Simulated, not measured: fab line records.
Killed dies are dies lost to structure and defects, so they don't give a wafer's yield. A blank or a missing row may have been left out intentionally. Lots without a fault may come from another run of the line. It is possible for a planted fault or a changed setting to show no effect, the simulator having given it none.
Split-lot study || flow n5Finfet || on a route of 1938 steps: 7 lots, 21 wafers read

== ON THE SPLIT ==
At N5_BEOL_M7_PECVD_70 (deposits SiO2 from TEOS/O2, target thk 20 nm, time 22.7 s), the setting tempC was moved away from the recipe's 400 C on 3 of the 21 wafers read, by -4.3% to +2.3%. All remaining wafers had this setting at the recipe value.

Reading taken at the split's own step.

== THE READING ==
SiO2_of_BEOL_M7_PECVD_70.thkNm (the simulator's own value, which no gauge read), in nm, at N5_BEOL_M7_PECVD_70 (deposits SiO2 from TEOS/O2, target thk 20 nm, time 22.7 s). No usual value for it is given in the file. Here, 18 wafers ran the recipe; their average is 19.8 nm with a standard deviation of 0.24 nm.

{"wafer": "L078.3", "tool, chamber at the split": "pecvd-04, 1", "tempC as run, C": 400, "against the recipe": "recipe", "SiO2_of_BEOL_M7_PECVD_70.thkNm, nm": 20, "against lot-mates on the recipe": "-"}
{"wafer": "L078.5", "tool, chamber at the split": "pecvd-04, 1,0", "tempC as run, C": 400, "against the recipe": "recipe", "SiO2_of_BEOL_M7_PECVD_70.thkNm, nm": 19.8, "against lot-mates on the recipe": "-"}
{"wafer": "L078.6", "tool, chamber at the split": "pecvd-04, 1,0", "tempC as run, C": 400, "against the recipe": "recipe", "SiO2_of_BEOL_M7_PECVD_70.thkNm, nm": 19.8, "against lot-mates on the recipe": "-"}
{"wafer": "L081.1", "tool, chamber at the split": "pecvd-02, 1,2", "tempC as run, C": 400, "against the recipe": "recipe", "SiO2_of_BEOL_M7_PECVD_70.thkNm, nm": 19.4, "against lot-mates on the recipe": "-"}
{"wafer": "L081.2", "tool, chamber at the split": "pecvd-02, 1,2", "tempC as run, C": 400, "against the recipe": "recipe", "SiO2_of_BEOL_M7_PECVD_70.thkNm, nm": 19.4, "against lot-mates on the recipe": "-"}
{"wafer": "L081.4", "tool, chamber at the split": "pecvd-02, 1", "tempC as run, C": 400, "against the recipe": "recipe", "SiO2_of_BEOL_M7_PECVD_70.thkNm, nm": 19.6, "against lot-mates on the recipe": "-"}
{"wafer": "L083.2", "tool, chamber at the split": "pecvd-03, 1,2", "tempC as run, C": 400, "against the recipe": "recipe", "SiO2_of_BEOL_M7_PECVD_70.thkNm, nm": 20, "against lot-mates on the recipe": "-"}
{"wafer": "L083.6", "tool, chamber at the split": "pecvd-03, 1,2", "tempC as run, C": 400, "against the recipe": "recipe", "SiO2_of_BEOL_M7_PECVD_70.thkNm, nm": 20, "against lot-mates on the recipe": "-"}
{"wafer": "L083.5", "tool, chamber at the split": "pecvd-03, 1", "tempC as run, C": 400, "against the recipe": "recipe", "SiO2_of_BEOL_M7_PECVD_70.thkNm, nm": 20.4, "against lot-mates on the recipe": "-"}
{"wafer": "L084.1", "tool, chamber at the split": "pecvd-03, 2", "tempC as run, C": 400, "against the recipe": "recipe", "SiO2_of_BEOL_M7_PECVD_70.thkNm, nm": 19.8, "against lot-mates on the recipe": "-"}
{"wafer": "L084.3", "tool, chamber at the split": "pecvd-03, 0", "tempC as run, C": 400, "against the recipe": "recipe", "SiO2_of_BEOL_M7_PECVD_70.thkNm, nm": 19.6, "against lot-mates on the recipe": "-"}
{"wafer": "L084.5", "tool, chamber at the split": "pecvd-03, 2", "tempC as run, C": 382.8, "against the recipe": "-4.3%", "SiO2_of_BEOL_M7_PECVD_70.thkNm, nm": 22.4, "against lot-mates on the recipe": "+2.7"}
{"wafer": "L082.1", "tool, chamber at the split": "pecvd-03, 1,0", "tempC as run, C": 400, "against the recipe": "recipe", "SiO2_of_BEOL_M7_PECVD_70.thkNm, nm": 19.8, "against lot-mates on the recipe": "-"}
{"wafer": "L082.3", "tool, chamber at the split": "pecvd-03, 1,0", "tempC as run, C": 400, "against the recipe": "recipe", "SiO2_of_BEOL_M7_PECVD_70.thkNm, nm": 19.8, "against lot-mates on the recipe": "-"}
{"wafer": "L082.6", "tool, chamber at the split": "pecvd-03, 1", "tempC as run, C": 400, "against the recipe": "recipe", "SiO2_of_BEOL_M7_PECVD_70.thkNm, nm": 20, "against lot-mates on the recipe": "-"}
{"wafer": "L096.2", "tool, chamber at the split": "pecvd-04, 1", "tempC as run, C": 400, "against the recipe": "recipe", "SiO2_of_BEOL_M7_PECVD_70.thkNm, nm": 20, "against lot-mates on the recipe": "-"}
{"wafer": "L096.6", "tool, chamber at the split": "pecvd-04, 1", "tempC as run, C": 400, "against the recipe": "recipe", "SiO2_of_BEOL_M7_PECVD_70.thkNm, nm": 20, "against lot-mates on the recipe": "-"}
{"wafer": "L096.3", "tool, chamber at the split": "pecvd-04, 0", "tempC as run, C": 407.5, "against the recipe": "+1.9%", "SiO2_of_BEOL_M7_PECVD_70.thkNm, nm": 18.8, "against lot-mates on the recipe": -1.2}
{"wafer": "L097.2", "tool, chamber at the split": "pecvd-02, 1", "tempC as run, C": 409.2, "against the recipe": "+2.3%", "SiO2_of_BEOL_M7_PECVD_70.thkNm, nm": 18.4, "against lot-mates on the recipe": -1.3}
{"wafer": "L097.3", "tool, chamber at the split": "pecvd-02, 2", "tempC as run, C": 400, "against the recipe": "recipe", "SiO2_of_BEOL_M7_PECVD_70.thkNm, nm": 19.8, "against lot-mates on the recipe": "-"}
{"wafer": "L097.4", "tool, chamber at the split": "pecvd-02, 1", "tempC as run, C": 400, "against the recipe": "recipe", "SiO2_of_BEOL_M7_PECVD_70.thkNm, nm": 19.6, "against lot-mates on the recipe": "-"}
Rows listing several chambers each stand for several wafers; the file does not say which wafer went through which chamber.

THE FIT
A straight line over all 21 wafers: SiO2_of_BEOL_M7_PECVD_70.thkNm changes by -0.596 nm for each +1% of tempC; r = -0.95; the points scatter about the line by 0.23 nm.
The same after taking each lot's own level away (the mean of its wafers on the recipe; 21 wafers): -0.617 nm for each +1%; r = -0.99; scatter 0.11 nm.
The reading moves by 2.7 nm for the largest change in tempC, on that fit.
Across the lots, their own levels run from 19.47 to 20.13 nm, a range of 2.8 times the standard deviation given above.
Consequently the slope shifts little with the lot-to-lot level, the two slopes agreeing.
Check: for one of the wafers moved furthest among these (-4.3%), held out of the fit, the line's prediction against its lot-mates is +2.56 nm. It came out at +2.7 nm against them.

== FURTHER SPLITS ON THESE WAFERS ==
These wafers also went through other splits before the reading. Each is held against what the fit with the lots' levels taken away leaves over:
{"other split on the same wafers": "N5_BEOL_M5_DESCUM_16 timeS", "wafers away from the commonest value": 7, "r with SiO2_of_BEOL_M7_PECVD_70.thkNm (lot level and that fit taken away)": "+0.13"}
{"other split on the same wafers": "N5_BEOL_M5_TRENCH_ETCH_37 sourceW", "wafers away from the commonest value": 7, "r with SiO2_of_BEOL_M7_PECVD_70.thkNm (lot level and that fit taken away)": "+0.18"}
{"other split on the same wafers": "N5_BEOL_M5_ETCH_41 sourceW", "wafers away from the commonest value": 7, "r with SiO2_of_BEOL_M7_PECVD_70.thkNm (lot level and that fit taken away)": "+0.25"}

== THE FILE'S OWN FIT ==
SiO2_of_BEOL_M7_PECVD_70.thkNm changes by -0.617 nm for each +1% of tempC, r = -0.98.
